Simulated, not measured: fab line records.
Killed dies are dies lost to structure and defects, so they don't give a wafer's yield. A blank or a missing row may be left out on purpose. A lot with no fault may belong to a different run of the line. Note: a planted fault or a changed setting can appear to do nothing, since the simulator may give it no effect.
Which tool did it? | flow n5-finfet | Sampling: 24 lots, 72 wafers, 5 of 1938 route steps

## WHAT THE GAUGES SHOWED, per wafer
N5_BEOL_M2_CD_MEAS_11 targets a cd of 16.79 nm. Usual: cd-nm 16.78 nm, standard deviation 0.25.
lot  | measured     | on        | cd-nm (nm)        | flag
L074 | day 6 15:56  | cd-sem-03 | 16.52 16.85 16.55 |
L076 | day 6 17:17  | cd-sem-01 | 16.59 17.32 16.78 |
L075 | day 7 00:25  | cd-sem-02 | 16.87 16.93 16.90 |
L077 | day 7 08:08  | cd-sem-01 | 16.66 16.58 17.17 |
L078 | day 7 08:34  | cd-sem-01 | 16.72 17.09 16.71 |
L079 | day 7 23:13  | cd-sem-03 | 16.85 16.19 16.65 |
L080 | day 8 08:40  | cd-sem-01 | 16.86 16.54 16.67 |
L081 | day 8 10:43  | cd-sem-01 | 16.67 16.69 16.89 |
L082 | day 8 12:08  | cd-sem-03 | 17.10 16.99 17.14 |
L083 | day 8 16:47  | cd-sem-03 | 16.54 17.13 17.05 |
L085 | day 9 06:03  | cd-sem-01 | 16.70 17.03 16.94 |
L084 | day 9 09:00  | cd-sem-01 | 16.79 16.45 16.66 |
L087 | day 10 13:50 | cd-sem-02 | 16.41 16.28 16.59 |
L086 | day 10 18:29 | cd-sem-03 | 16.82 16.80 16.61 |
L089 | day 10 21:17 | cd-sem-01 | 16.62 16.85 16.45 |
L088 | day 10 23:50 | cd-sem-02 | 16.84 17.20 16.94 |
L090 | day 11 00:26 | cd-sem-03 | 17.10 16.83 17.11 |
L093 | day 11 20:33 | cd-sem-03 | 17.16 16.95 16.98 |
L091 | day 12 01:30 | cd-sem-01 | 16.66 17.01 16.85 |
L094 | day 12 02:13 | cd-sem-01 | 16.64 16.83 16.64 |
L095 | day 12 04:34 | cd-sem-02 | 16.83 17.15 16.14 |
L092 | day 12 05:19 | cd-sem-02 | 16.96 16.73 16.74 |
L096 | day 12 07:05 | cd-sem-02 | 16.29 16.66 16.47 |
L097 | day 13 02:17 | cd-sem-03 | 16.73 17.04 17.11 |

## WHICH TOOL RAN EACH LOT (tool, then ch and the chambers of the sampled wafers, then the start)
lot  | N5_BEOL_M1_VIA_ETCH_34             | N5_BEOL_M1_ANNEAL_51             | N5_BEOL_M1_DEP_57               | N5_BEOL_M2_PECVD_72
L074 | rie-diel-02 ch 1,2, day 6 08:34    | rtp-anneal-01 ch 0, day 6 12:10  | pecvd-04 ch 0,1, day 6 12:55    | pecvd-01 ch 0,2, day 6 13:08
L076 | rie-diel-01 ch 1,2,3, day 6 11:52  | rtp-anneal-02 ch 0, day 6 15:10  | pecvd-02 ch 0,2, day 6 15:54    | pecvd-03 ch 0,1, day 6 16:08
L075 | rie-diel-01 ch 0,3, day 6 16:39    | rtp-anneal-02 ch 0, day 6 22:10  | pecvd-02 ch 0,1,2, day 6 22:57  | pecvd-03 ch 0,1,2, day 6 23:11
L077 | rie-diel-03 ch 0,2,3, day 6 23:53  | rtp-anneal-02 ch 0, day 7 03:23  | pecvd-02 ch 0,1, day 7 04:10    | pecvd-03 ch 0,1, day 7 04:33
L078 | rie-diel-02 ch 0,2,3, day 7 03:03  | rtp-anneal-01 ch 0, day 7 06:25  | pecvd-02 ch 0,1, day 7 07:11    | pecvd-03 ch 0,1, day 7 07:25
L079 | rie-diel-01 ch 1,2,3, day 7 17:03  | rtp-anneal-02 ch 0, day 7 21:04  | pecvd-04 ch 0,1,2, day 7 21:45  | pecvd-03 ch 0,2, day 7 22:00
L080 | rie-diel-01 ch 0,1,2, day 8 03:17  | rtp-anneal-01 ch 0, day 8 06:43  | pecvd-03 ch 0,1, day 8 07:25    | pecvd-01 ch 0,1,2, day 8 07:39
L081 | rie-diel-01 ch 0,1,2, day 8 03:41  | rtp-anneal-01 ch 0, day 8 08:35  | pecvd-04 ch 1,2, day 8 09:19    | pecvd-03 ch 0,2, day 8 09:34
L082 | rie-diel-03 ch 0,1,3, day 8 06:25  | rtp-anneal-01 ch 0, day 8 10:04  | pecvd-03 ch 0,1, day 8 10:51    | pecvd-01 ch 0,1,2, day 8 11:05
L083 | rie-diel-02 ch 0,1,3, day 8 10:53  | rtp-anneal-02 ch 0, day 8 14:59  | pecvd-02 ch 0,1,2, day 8 15:40  | pecvd-04 ch 0,1, day 8 15:54
L085 | rie-diel-02 ch 0,2, day 9 00:35    | rtp-anneal-02 ch 0, day 9 04:11  | pecvd-04 ch 0,1, day 9 04:53    | pecvd-04 ch 0,2, day 9 05:07
L084 | rie-diel-03 ch 1,2, day 9 00:37    | rtp-anneal-02 ch 0, day 9 06:25  | pecvd-03 ch 0,2, day 9 07:10    | pecvd-03 ch 1,2, day 9 07:24
L087 | rie-diel-02 ch 0,1,2, day 10 08:20 | rtp-anneal-02 ch 0, day 10 11:44 | pecvd-02 ch 0,1,2, day 10 12:38 | pecvd-01 ch 0,1,2, day 10 12:52
L086 | rie-diel-03 ch 2,3, day 10 14:01   | rtp-anneal-02 ch 0, day 10 17:05 | pecvd-04 ch 0,1, day 10 17:47   | pecvd-04 ch 1,2, day 10 18:02
L089 | rie-diel-01 ch 0,2,3, day 10 16:07 | rtp-anneal-01 ch 0, day 10 19:40 | pecvd-02 ch 0,1,2, day 10 20:28 | pecvd-04 ch 0,1,2, day 10 20:43
L088 | rie-diel-03 ch 0,1, day 10 18:51   | rtp-anneal-02 ch 0, day 10 21:52 | pecvd-02 ch 0,1,2, day 10 22:40 | pecvd-01 ch 0,2, day 10 22:54
L090 | rie-diel-01 ch 0,2,3, day 10 19:52 | rtp-anneal-01 ch 0, day 10 22:55 | pecvd-03 ch 0,1, day 10 23:39   | pecvd-03 ch 0,1, day 10 23:55
L093 | rie-diel-02 ch 0,1, day 11 15:37   | rtp-anneal-02 ch 0, day 11 18:46 | pecvd-03 ch 0,1,2, day 11 19:34 | pecvd-01 ch 0,1,2, day 11 19:48
L091 | rie-diel-01 ch 0,3, day 11 20:37   | rtp-anneal-01 ch 0, day 11 23:37 | pecvd-03 ch 1,2, day 12 00:21   | pecvd-03 ch 0,1, day 12 00:35
L094 | rie-diel-01 ch 0,1,2, day 11 21:22 | rtp-anneal-01 ch 0, day 12 00:27 | pecvd-04 ch 0,1,2, day 12 01:11 | pecvd-03 ch 1,2, day 12 01:25
L095 | rie-diel-02 ch 2,3, day 11 21:50   | rtp-anneal-01 ch 0, day 12 02:24 | pecvd-03 ch 1,2, day 12 03:08   | pecvd-01 ch 1,2, day 12 03:23
L092 | rie-diel-01 ch 1,2, day 12 00:20   | rtp-anneal-01 ch 0, day 12 03:58 | pecvd-03 ch 0,1,2, day 12 04:38 | pecvd-04 ch 0,1,2, day 12 04:53
L096 | rie-diel-03 ch 0,2,3, day 12 00:22 | rtp-anneal-01 ch 0, day 12 04:22 | pecvd-04 ch 0,1, day 12 05:09   | pecvd-04 ch 1,2, day 12 05:23
L097 | rie-diel-03 ch 0,1,3, day 12 20:44 | rtp-anneal-01 ch 0, day 13 00:29 | pecvd-02 ch 0,1,2, day 13 01:16 | pecvd-04 ch 0,1,2, day 13 01:30
- N5_BEOL_M1_VIA_ETCH_34: etches the open film in C4F6/O2, target depth 67.8 nm, time 64.4 s.
- N5_BEOL_M1_ANNEAL_51: time 90 s.
- N5_BEOL_M1_DEP_57: deposits SiCN from 3MS/NH3, target thk 8 nm, time 14 s.
- N5_BEOL_M2_PECVD_72: deposits SiO2 from TEOS/O2, target thk 16 nm, time 18 s.

## WHAT THE TOOLS THEMSELVES READ (means of the sampled wafers that have a number; where no wafer has one, the mark that the record gives instead)
N5_BEOL_M1_VIA_ETCH_34. Usual: C4F6_flow_sccm 10.00 sccm, standard deviation 0.031; chamber-pressure-mTorr 15.000 mTorr, standard deviation 0.015; drypump-motor-current-A 5.8 A, standard deviation 0.5; oes_f_703_au 0.82 a.u., standard deviation 0.095; oes-product-au 0.81 a.u., standard deviation 0.095; rf-vpp-V 659 V, standard deviation 10; showerhead-plenum-p-Torr 2.85 Torr, standard deviation 0.078; throttle-valve-pct 30.7 %, standard deviation 0.39.
lot  | tool        | C4F6_flow_sccm (sccm) | chamber-pressure-mTorr (mTorr) | drypump-motor-current-A (A) | oes_f_703_au (a.u.) | oes-product-au (a.u.) | rf-vpp-V (V) | showerhead-plenum-p-Torr (Torr) | throttle-valve-pct (%) | flag
L074 | rie-diel-02 | 9.96                  | 15.011                         | 5.6                         | 0.70                | 0.70                  | 651          | 2.76                            | 31.3                   |
L076 | rie-diel-01 | 9.99                  | 15.012                         | 5.6                         | 0.85                | 0.85                  | 667          | 2.90                            | 30.5                   |
L075 | rie-diel-01 | 9.99                  | 14.996                         | 5.8                         | 0.75                | 0.74                  | 673          | 2.82                            | 30.6                   |
L077 | rie-diel-03 | 10.01                 | 14.996                         | 5.8                         | 0.84                | 0.84                  | 658          | 2.88                            | 30.6                   |
L078 | rie-diel-02 | 9.97                  | 15.001                         | 6.1                         | 0.78                | 0.78                  | 662          | 2.77                            | 30.9                   |
L079 | rie-diel-01 | 10.02                 | 15.008                         | 5.6                         | 0.83                | 0.83                  | 665          | 2.90                            | 30.5                   |
L080 | rie-diel-01 | 9.98                  | 14.992                         | 6.0                         | 0.88                | 0.87                  | 657          | 2.91                            | 30.3                   |
L081 | rie-diel-01 | 10.04                 | 14.989                         | 6.0                         | 0.88                | 0.87                  | 658          | 2.91                            | 30.3                   |
L082 | rie-diel-03 | 10.00                 | 15.001                         | 5.8                         | 0.83                | 0.81                  | 657          | 2.91                            | 30.8                   |
L083 | rie-diel-02 | 10.01                 | 15.006                         | 5.7                         | 0.77                | 0.77                  | 658          | 2.75                            | 31.1                   |
L085 | rie-diel-02 | 10.00                 | 14.998                         | 6.1                         | 0.93                | 0.96                  | 658          | 2.79                            | 30.8                   |
L084 | rie-diel-03 | 9.98                  | 15.002                         | 6.0                         | 0.75                | 0.74                  | 652          | 2.91                            | 31.0                   |
L087 | rie-diel-02 | 9.99                  | 14.999                         | 5.7                         | 0.83                | 0.84                  | 654          | 2.77                            | 31.0                   |
L086 | rie-diel-03 | 9.99                  | 15.005                         | 6.1                         | 0.79                | 0.77                  | 656          | 2.87                            | 30.6                   |
L089 | rie-diel-01 | 9.99                  | 15.003                         | 5.9                         | 0.86                | 0.86                  | 667          | 2.84                            | 30.4                   |
L088 | rie-diel-03 | 10.02                 | 14.988                         | 5.6                         | 0.75                | 0.73                  | 656          | 2.90                            | 31.0                   |
L090 | rie-diel-01 | 9.99                  | 14.996                         | 5.8                         | 0.85                | 0.85                  | 666          | 2.84                            | 30.4                   |
L093 | rie-diel-02 | 10.00                 | 15.003                         | 5.5                         | 0.82                | 0.83                  | 650          | 2.77                            | 31.0                   |
L091 | rie-diel-01 | 10.00                 | 15.000                         | 5.7                         | 0.88                | 0.87                  | 672          | 2.81                            | 30.3                   |
L094 | rie-diel-01 | 10.00                 | 15.014                         | 6.0                         | 0.84                | 0.82                  | 655          | 2.90                            | 30.3                   |
L095 | rie-diel-02 | 9.99                  | 14.994                         | 6.3                         | 0.75                | 0.75                  | 669          | 2.73                            | 31.0                   |
L092 | rie-diel-01 | 10.00                 | 15.006                         | 5.8                         | 0.87                | 0.85                  | 655          | 2.95                            | 30.3                   |
L096 | rie-diel-03 | 9.99                  | 14.974                         | 5.8                         | 0.79                | 0.78                  | 658          | 2.86                            | 30.7                   |
L097 | rie-diel-03 | 10.01                 | 14.995                         | 5.9                         | 0.79                | 0.76                  | 657          | 2.89                            | 30.9                   |

N5_BEOL_M1_ANNEAL_51. Usual: wafer_temp_C_max 226.6, standard deviation 0.45.
lot  | tool          | wafer_temp_C_max | flag
L074 | rtp-anneal-01 | 226.7            |
L076 | rtp-anneal-02 | 226.3            |
L075 | rtp-anneal-02 | 226.4            |
L077 | rtp-anneal-02 | 226.5            |
L078 | rtp-anneal-01 | 227.0            |
L079 | rtp-anneal-02 | 226.1            |
L080 | rtp-anneal-01 | 227.1            |
L081 | rtp-anneal-01 | 226.8            |
L082 | rtp-anneal-01 | 227.4            |
L083 | rtp-anneal-02 | 226.5            |
L085 | rtp-anneal-02 | 226.4            |
L084 | rtp-anneal-02 | 226.4            |
L087 | rtp-anneal-02 | 225.9            |
L086 | rtp-anneal-02 | 226.1            |
L089 | rtp-anneal-01 | 226.9            |
L088 | rtp-anneal-02 | 226.2            |
L090 | rtp-anneal-01 | 226.9            |
L093 | rtp-anneal-02 | 226.4            |
L091 | rtp-anneal-01 | 227.1            |
L094 | rtp-anneal-01 | 226.9            |
L095 | rtp-anneal-01 | 226.8            |
L092 | rtp-anneal-01 | 226.6            |
L096 | rtp-anneal-01 | 226.6            |
L097 | rtp-anneal-01 | 226.8            |

N5_BEOL_M1_DEP_57. Usual: showerhead-plenum-p-Torr 3.670 Torr, standard deviation 0.012; throttle-valve-pct 9.1 %, standard deviation 0.51.
lot  | tool     | showerhead-plenum-p-Torr (Torr) | throttle-valve-pct (%) | flag
L074 | pecvd-04 | 3.667                           | 9.6                    |
L076 | pecvd-02 | 3.667                           | 9.2                    |
L075 | pecvd-02 | 3.668                           | 9.2                    |
L077 | pecvd-02 | 3.668                           | 9.3                    |
L078 | pecvd-02 | 3.671                           | 9.2                    |
L079 | pecvd-04 | 3.664                           | 9.5                    |
L080 | pecvd-03 | 3.676                           | 8.8                    |
L081 | pecvd-04 | 3.678                           | 9.3                    |
L082 | pecvd-03 | 3.673                           | 8.8                    |
L083 | pecvd-02 | 3.672                           | 9.2                    |
L085 | pecvd-04 | 3.669                           | 9.7                    |
L084 | pecvd-03 | 3.685                           | 9.3                    |
L087 | pecvd-02 | 3.663                           | 9.1                    |
L086 | pecvd-04 | 3.650                           | 9.9                    |
L089 | pecvd-02 | 3.668                           | 9.1                    |
L088 | pecvd-02 | 3.674                           | 9.2                    |
L090 | pecvd-03 | 3.671                           | 8.9                    |
L093 | pecvd-03 | 3.676                           | 8.6                    |
L091 | pecvd-03 | 3.676                           | 8.4                    |
L094 | pecvd-04 | 3.667                           | 9.4                    |
L095 | pecvd-03 | 3.676                           | 8.4                    |
L092 | pecvd-03 | 3.668                           | 8.6                    |
L096 | pecvd-04 | 3.659                           | 9.6                    |
L097 | pecvd-02 | 3.673                           | 9.2                    |

N5_BEOL_M2_PECVD_72. Usual: heater-power-w 732 W, standard deviation 110; showerhead-plenum-p-Torr 8.81 Torr, standard deviation 0.064; throttle-valve-pct 22.5 %, standard deviation 1.
lot  | tool     | heater-power-w (W) | showerhead-plenum-p-Torr (Torr) | throttle-valve-pct (%) | flag
L074 | pecvd-01 | 709                | 8.75                            | 22.5                   |
L076 | pecvd-03 | 684                | 8.83                            | 21.8                   |
L075 | pecvd-03 | 663                | 8.83                            | 22.1                   |
L077 | pecvd-03 | 725                | 8.82                            | 21.8                   |
L078 | pecvd-03 | 602                | 8.82                            | 21.8                   |
L079 | pecvd-03 | 597                | 8.83                            | 22.2                   |
L080 | pecvd-01 | 754                | 8.80                            | 22.3                   |
L081 | pecvd-03 | 571                | 8.82                            | 22.1                   |
L082 | pecvd-01 | 712                | 8.80                            | 22.4                   |
L083 | pecvd-04 | 929                | 8.75                            | 24.5                   |
L085 | pecvd-04 | 796                | 8.72                            | 24.0                   |
L084 | pecvd-03 | 658                | 8.82                            | 22.1                   |
L087 | pecvd-01 | 756                | 8.79                            | 22.6                   |
L086 | pecvd-04 | 832                | 8.84                            | 22.4                   |
L089 | pecvd-04 | 784                | 8.80                            | 23.4                   |
L088 | pecvd-01 | 681                | 8.75                            | 22.8                   |
L090 | pecvd-03 | 588                | 8.84                            | 21.9                   |
L093 | pecvd-01 | 777                | 8.80                            | 22.6                   |
L091 | pecvd-03 | 646                | 8.83                            | 21.8                   |
L094 | pecvd-03 | 668                | 8.84                            | 20.9                   |
L095 | pecvd-01 | 725                | 8.84                            | 22.3                   |
L092 | pecvd-04 | 859                | 8.79                            | 23.5                   |
L096 | pecvd-04 | 800                | 8.84                            | 22.3                   |
L097 | pecvd-04 | 850                | 8.79                            | 23.4                   |

## THE ANSWER, worked out from the rows above alone
Rule: a lot is off if the mean of its wafers that have a number lies more than 3 standard deviations from the usual mean. A lot without any number at a reading at which 4 lots or more have one is off too. The other lots that the step has rows for count as sound. After the gauges, taken in route order, come the tools' own readings; for these a lot's mean is taken, as printed above. At the first step where some lot is off, the reading lying furthest off is the one used; lots without a number count as furthest.
Nothing can be told from this: no lot is off at any reading shown.

## WHAT THE SIMULATOR HAD PUT IN
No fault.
